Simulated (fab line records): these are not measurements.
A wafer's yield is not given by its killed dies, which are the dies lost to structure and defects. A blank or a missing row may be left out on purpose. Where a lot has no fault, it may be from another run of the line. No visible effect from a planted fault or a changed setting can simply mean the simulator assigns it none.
The tool behind it: which one? / flow nand harc / 13 lots with 39 wafers sampled at 5 steps, on a route of 1302 steps

## WHAT EACH GAUGE READ, for each wafer
NHARC_P_M2_CD_MEAS_16. Usual: cd nm reads 170.2 nm (standard deviation 0.78).
lot=L385; measured=day 7 06:02; on=cd sem-01; cd nm (nm)=169.5 169.8 171.5; flag=
lot=L390; measured=day 9 10:36; on=cd sem-03; cd nm (nm)=170.5 169.6 170.6; flag=
lot=L395; measured=day 11 17:19; on=cd sem-02; cd nm (nm)=170.2 171.6 169.7; flag=
lot=L396; measured=day 11 22:27; on=cd sem-02; cd nm (nm)=170.2 171.4 170.0; flag=
lot=L397; measured=day 12 14:16; on=cd sem-02; cd nm (nm)=170.3 169.6 169.3; flag=
lot=L398; measured=day 12 14:53; on=cd sem-01; cd nm (nm)=170.0 170.8 170.9; flag=
lot=L399; measured=day 13 04:54; on=cd sem-01; cd nm (nm)=170.1 170.5 171.6; flag=
lot=L401; measured=day 13 17:38; on=cd sem-02; cd nm (nm)=170.2 169.2 170.2; flag=
lot=L400; measured=day 13 18:17; on=cd sem-03; cd nm (nm)=170.9 170.4 168.6; flag=
lot=L402; measured=day 14 10:05; on=cd sem-03; cd nm (nm)=169.3 170.2 170.2; flag=
lot=L404; measured=day 15 07:40; on=cd sem-02; cd nm (nm)=170.9 171.3 172.6; flag=
lot=L405; measured=day 15 22:34; on=cd sem-02; cd nm (nm)=169.7 171.2 171.1; flag=
lot=L406; measured=day 16 06:46; on=cd sem-01; cd nm (nm)=169.7 170.4 169.5; flag=

NHARC_P_M2_THK_MEAS_24: measures by xrf. Usual: thk nm reads 144.2 nm (standard deviation 1.4).
lot=L385; measured=day 7 08:13; on=film metro-02; thk nm (nm)=143.5 145.4 143.9; flag=
lot=L390; measured=day 9 12:43; on=film metro-01; thk nm (nm)=143.0 141.9 144.2; flag=
lot=L395; measured=day 11 19:26; on=film metro-02; thk nm (nm)=141.6 143.5 143.0; flag=
lot=L396; measured=day 12 00:33; on=film metro-01; thk nm (nm)=144.5 144.9 143.5; flag=
lot=L397; measured=day 12 16:22; on=film metro-01; thk nm (nm)=143.7 142.4 141.5; flag=
lot=L398; measured=day 12 16:59; on=film metro-02; thk nm (nm)=145.8 145.6 145.1; flag=
lot=L399; measured=day 13 07:01; on=film metro-02; thk nm (nm)=147.0 146.2 144.6; flag=
lot=L401; measured=day 13 19:47; on=film metro-01; thk nm (nm)=141.9 144.1 143.9; flag=
lot=L400; measured=day 13 20:25; on=film metro-02; thk nm (nm)=146.3 145.6 140.9; flag=
lot=L402; measured=day 14 12:16; on=film metro-01; thk nm (nm)=143.8 144.0 145.2; flag=
lot=L404; measured=day 15 09:46; on=film metro-02; thk nm (nm)=142.8 143.8 145.0; flag=
lot=L405; measured=day 16 00:44; on=film metro-02; thk nm (nm)=143.0 145.4 144.0; flag=
lot=L406; measured=day 16 08:58; on=film metro-01; thk nm (nm)=145.6 146.8 145.3; flag=

NHARC_END_SORT_01. Usual: defect limited yield 90 %, standard deviation 3.1; killed at array 61, standard deviation 20; killed at other 0.9, standard deviation 1.1; killed at periphery 3.7, standard deviation 2.5; killed dies 65, standard deviation 21; killed open 3.3, standard deviation 1.8; killed short 2.3, standard deviation 1.5.
lot=L385; measured=day 25 06:08; on=prober-02; defect limited yield (%)=90 87 87; killed at array=67 77 83; killed at other=0 2 2; killed at periphery=1 6 6; killed dies=68 85 91; killed open=3 3 6; killed short=1 4 2; flag=
lot=L390; measured=day 28 07:36; on=prober-01; defect limited yield (%)=89 91 90; killed at array=75 55 69; killed at other=2 0 1; killed at periphery=0 3 1; killed dies=77 58 71; killed open=1 2 3; killed short=3 1 3; flag=
lot=L398; measured=day 31 11:20; on=prober-01; defect limited yield (%)=91 90 91; killed at array=61 66 57; killed at other=1 0 0; killed at periphery=1 2 4; killed dies=63 68 61; killed open=5 6 3; killed short=3 4 1; flag=

## WHAT TOOL EACH LOT RAN ON (gives the tool, then ch and the chambers of the sampled wafers, and finally the start)
lot=L385; NHARC_P_BONDPAD_DEP_00=pecvd-01 ch 0,2, day 7 09:00 or earlier; NHARC_P_BONDPAD_SOFTBAKE_04=litho track-07 ch 0, day 7 09:00
lot=L390; NHARC_P_BONDPAD_DEP_00=pecvd-03 ch 0,2, day 9 13:29; NHARC_P_BONDPAD_SOFTBAKE_04=litho track-07 ch 0, day 9 14:00
lot=L395; NHARC_P_BONDPAD_DEP_00=pecvd-04 ch 0,1,2, day 11 20:19; NHARC_P_BONDPAD_SOFTBAKE_04=litho track-02 ch 0, day 11 21:00
lot=L396; NHARC_P_BONDPAD_DEP_00=pecvd-01 ch 0,1, day 12 01:19; NHARC_P_BONDPAD_SOFTBAKE_04=litho track-05 ch 0, day 12 02:00
lot=L397; NHARC_P_BONDPAD_DEP_00=pecvd-03 ch 1,2, day 12 17:00 or earlier; NHARC_P_BONDPAD_SOFTBAKE_04=litho track-02 ch 0, day 12 17:00
lot=L398; NHARC_P_BONDPAD_DEP_00=pecvd-03 ch 0,1,2, day 12 17:53; NHARC_P_BONDPAD_SOFTBAKE_04=litho track-02 ch 0, day 12 18:00
lot=L399; NHARC_P_BONDPAD_DEP_00=pecvd-01 ch 0,2, day 13 08:00 or earlier; NHARC_P_BONDPAD_SOFTBAKE_04=litho track-02 ch 0, day 13 08:00
lot=L401; NHARC_P_BONDPAD_DEP_00=pecvd-04 ch 0,1,2, day 13 21:00 or earlier; NHARC_P_BONDPAD_SOFTBAKE_04=litho track-02 ch 0, day 13 21:00
lot=L400; NHARC_P_BONDPAD_DEP_00=pecvd-01 ch 0,2, day 13 21:08; NHARC_P_BONDPAD_SOFTBAKE_04=litho track-07 ch 0, day 13 21:00
lot=L402; NHARC_P_BONDPAD_DEP_00=pecvd-03 ch 1,2, day 14 13:02; NHARC_P_BONDPAD_SOFTBAKE_04=litho track-05 ch 0, day 14 13:00
lot=L404; NHARC_P_BONDPAD_DEP_00=pecvd-01 ch 1,2, day 15 10:35; NHARC_P_BONDPAD_SOFTBAKE_04=litho track-07 ch 0, day 15 11:00
lot=L405; NHARC_P_BONDPAD_DEP_00=pecvd-03 ch 0,1,2, day 16 01:28; NHARC_P_BONDPAD_SOFTBAKE_04=litho track-02 ch 0, day 16 02:00
lot=L406; NHARC_P_BONDPAD_DEP_00=pecvd-01 ch 0,2, day 16 09:44; NHARC_P_BONDPAD_SOFTBAKE_04=litho track-02 ch 0, day 16 10:00
- NHARC_P_BONDPAD_DEP_00: deposits SiCN, target thk 250 nm.
- NHARC_P_BONDPAD_SOFTBAKE_04: time 70 s.

## WHAT THE TOOLS THEMSELVES READ (means of the sampled wafers that have a number; where no wafer has one, the mark that the record gives instead)
NHARC_P_BONDPAD_DEP_00. Usual: chamber pressure Torr 3.001 Torr, standard deviation 0.0063; heater power w 558 W, standard deviation 88; rf fwd power W 449.1 W, standard deviation 1.3; showerhead vpp V 1320 V, standard deviation 45.
lot=L385; tool=pecvd-01; chamber pressure Torr (Torr)=2.999; heater power w (W)=621; rf fwd power W (W)=448.1; showerhead vpp V (V)=1319; flag=
lot=L390; tool=pecvd-03; chamber pressure Torr (Torr)=2.999; heater power w (W)=607; rf fwd power W (W)=451.3; showerhead vpp V (V)=1342; flag=
lot=L395; tool=pecvd-04; chamber pressure Torr (Torr)=2.997; heater power w (W)=488; rf fwd power W (W)=449.3; showerhead vpp V (V)=1281; flag=
lot=L396; tool=pecvd-01; chamber pressure Torr (Torr)=3.008; heater power w (W)=621; rf fwd power W (W)=448.4; showerhead vpp V (V)=1291; flag=
lot=L397; tool=pecvd-03; chamber pressure Torr (Torr)=2.999; heater power w (W)=573; rf fwd power W (W)=449.9; showerhead vpp V (V)=1345; flag=
lot=L398; tool=pecvd-03; chamber pressure Torr (Torr)=3.006; heater power w (W)=602; rf fwd power W (W)=449.6; showerhead vpp V (V)=1350; flag=
lot=L399; tool=pecvd-01; chamber pressure Torr (Torr)=3.008; heater power w (W)=628; rf fwd power W (W)=449.5; showerhead vpp V (V)=1315; flag=
lot=L401; tool=pecvd-04; chamber pressure Torr (Torr)=3.000; heater power w (W)=534; rf fwd power W (W)=449.3; showerhead vpp V (V)=1285; flag=
lot=L400; tool=pecvd-01; chamber pressure Torr (Torr)=2.999; heater power w (W)=564; rf fwd power W (W)=449.7; showerhead vpp V (V)=1302; flag=
lot=L402; tool=pecvd-03; chamber pressure Torr (Torr)=3.014; heater power w (W)=575; rf fwd power W (W)=449.4; showerhead vpp V (V)=1353; flag=
lot=L404; tool=pecvd-01; chamber pressure Torr (Torr)=3.004; heater power w (W)=570; rf fwd power W (W)=450.2; showerhead vpp V (V)=1384; flag=
lot=L405; tool=pecvd-03; chamber pressure Torr (Torr)=3.006; heater power w (W)=607; rf fwd power W (W)=449.1; showerhead vpp V (V)=1351; flag=
lot=L406; tool=pecvd-01; chamber pressure Torr (Torr)=2.997; heater power w (W)=591; rf fwd power W (W)=448.7; showerhead vpp V (V)=1297; flag=

NHARC_P_BONDPAD_SOFTBAKE_04. Usual: heater power total W reads 201.0 W (standard deviation 1.3).
lot=L385; tool=litho track-07; heater power total W (W)=201.1; flag=
lot=L390; tool=litho track-07; heater power total W (W)=212.9; flag=OFF
lot=L395; tool=litho track-02; heater power total W (W)=200.6; flag=
lot=L396; tool=litho track-05; heater power total W (W)=201.7; flag=
lot=L397; tool=litho track-02; heater power total W (W)=200.8; flag=
lot=L398; tool=litho track-02; heater power total W (W)=201.3; flag=
lot=L399; tool=litho track-02; heater power total W (W)=202.2; flag=
lot=L401; tool=litho track-02; heater power total W (W)=200.9; flag=
lot=L400; tool=litho track-07; heater power total W (W)=200.5; flag=
lot=L402; tool=litho track-05; heater power total W (W)=201.6; flag=
lot=L404; tool=litho track-07; heater power total W (W)=200.8; flag=
lot=L405; tool=litho track-02; heater power total W (W)=202.1; flag=
lot=L406; tool=litho track-02; heater power total W (W)=200.7; flag=

## THE ANSWER, worked out from the rows above alone
Rule: lot off if the mean of its wafers having a number is beyond 3 standard deviations from the usual mean. Also off: a lot with no number at a reading for which 4 or more lots have one. Any other lot the step has rows for is counted as sound. First the gauges in route order, then the tools' own readings, where a lot's mean is used as printed above. The first step at which some lot is off is used, and at that step the reading that is off furthest; a lot without a number counts as furthest.
Off at NHARC_P_BONDPAD_SOFTBAKE_04 (heater power total W): L390.
If a tool, at that step or one of the process steps before it, ran each lot that is off and ran no sound lot following the first of them, it fits. With no start given for some of its lots, NHARC_P_BONDPAD_DEP_00 uses the hours and lot order of NHARC_P_BONDPAD_SOFTBAKE_04. No candidate that was tried fits.

## WHAT THE SIMULATOR PUT IN
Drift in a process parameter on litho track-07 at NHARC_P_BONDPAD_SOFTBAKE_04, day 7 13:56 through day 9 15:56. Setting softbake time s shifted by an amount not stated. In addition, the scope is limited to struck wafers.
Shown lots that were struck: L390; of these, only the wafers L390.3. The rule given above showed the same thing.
